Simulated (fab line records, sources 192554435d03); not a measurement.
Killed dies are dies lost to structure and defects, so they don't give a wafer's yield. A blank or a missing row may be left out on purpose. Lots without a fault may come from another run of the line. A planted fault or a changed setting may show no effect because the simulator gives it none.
Split-lot experiment | flow n5_finfet | 7 lots, 21 wafers read, on a route of 1938 steps

THE SPLIT
At N5_HKMG_FIN_EXPOSE_09 (exposes mask NWFM), the setting dose_mj was moved away from the recipe's 39.25 on 7 of the 21 wafers read, by -5.4% to +6.2%. The other wafers ran this setting at the recipe's value.

FROM THE SPLIT TO THE READING: what the file shows between them, 2 steps
- N5_HKMG_FIN_PEB_10: peb time 60 s
- N5_HKMG_FIN_DEVELOP_11: develop time 30 s

THE READING
cd_nm, in nm, at N5_HKMG_FIN_CD_MEAS_12 (target cd 92.8 nm). Fault-free wafers of this fab line usually give 92.5 nm, standard deviation 0.61 nm.

wafer  | tool, chamber at the split | dose_mj as run | against the recipe | cd_nm, nm | against lot-mates on the recipe
L077.1 | arfi_scanner-01, 0         | 41.21          | +5.0%              | 95.6      | +3.4
L077.4 | arfi_scanner-01, 0         | 39.25          | recipe             | 93.1      | -
L077.6 | arfi_scanner-01, 0         | 39.25          | recipe             | 91.2      | -
L079.2 | arfi_scanner-02, 0         | 39.25          | recipe             | 92.1      | -
L079.4 | arfi_scanner-02, 0         | 39.25          | recipe             | 91.9      | -
L079.5 | arfi_scanner-02, 0         | 39.25          | recipe             | 92.3      | -
L088.1 | arfi_scanner-03, 0         | 41.67          | +6.2%              | 96.4      | +3.3
L088.5 | arfi_scanner-03, 0         | 39.25          | recipe             | 93.1      | -
L088.6 | arfi_scanner-03, 0         | 41.67          | +6.2%              | 95.4      | +2.3
L089.1 | arfi_scanner-03, 0         | 37.14          | -5.4%              | 89.3      | -3.3
L089.2 | arfi_scanner-03, 0         | 37.14          | -5.4%              | 90.0      | -2.6
L089.6 | arfi_scanner-03, 0         | 39.25          | recipe             | 92.6      | -
L092.1 | arfi_scanner-02, 0         | 37.92          | -3.4%              | 90.3      | -2.9
L092.2 | arfi_scanner-02, 0         | 39.25          | recipe             | 93.2      | -
L092.4 | arfi_scanner-02, 0         | 37.92          | -3.4%              | 90.1      | -3.1
L094.1 | arfi_scanner-02, 0         | 39.25          | recipe             | 92.4      | -
L094.3 | arfi_scanner-02, 0         | 39.25          | recipe             | 93.4      | -
L094.4 | arfi_scanner-02, 0         | 39.25          | recipe             | 91.8      | -
L095.2 | arfi_scanner-02, 0         | 39.25          | recipe             | 91.7      | -
L095.5 | arfi_scanner-02, 0         | 39.25          | recipe             | 92.8      | -
L095.6 | arfi_scanner-02, 0         | 39.25          | recipe             | 91.7      | -

THE FIT
A straight line over all 21 wafers: cd_nm changes by +0.57 nm for each +1% of dose_mj; r = +0.94; the points scatter about the line by 0.61 nm.
The same after taking each lot's own level away (the mean of its wafers on the recipe; 21 wafers): +0.571 nm for each +1%; r = +0.94; scatter 0.65 nm.
On that fit, the largest move of dose_mj shifts the reading by 3.5 nm.
The lots' own levels span 92.07 to 93.20 nm, that is 1.9 times the standard deviation above.
So the lot-to-lot level changes the slope little: the two slopes agree.
Check: with one of the wafers moved furthest among these (+6.2%) left out of the fit, the line predicts +3.42 nm for it against its lot-mates. It came out at +3.3 nm against them.

OTHER SPLITS ON THESE WAFERS
These wafers also went through other splits before the reading. Each is held against what the fit with the lots' levels taken away leaves over:
other split on the same wafers | wafers away from the commonest value | r with cd_nm (lot level and that fit taken away)
N5_HKMG_FIN_ETCH_58 source_w   | 6                                    | +0.01
N5_HKMG_FIN_COAT_06 spin_rpm   | 5                                    | +0.27

THE FILE'S OWN FIT
cd_nm changes by +0.583 nm for each +1% of dose_mj, r = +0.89.
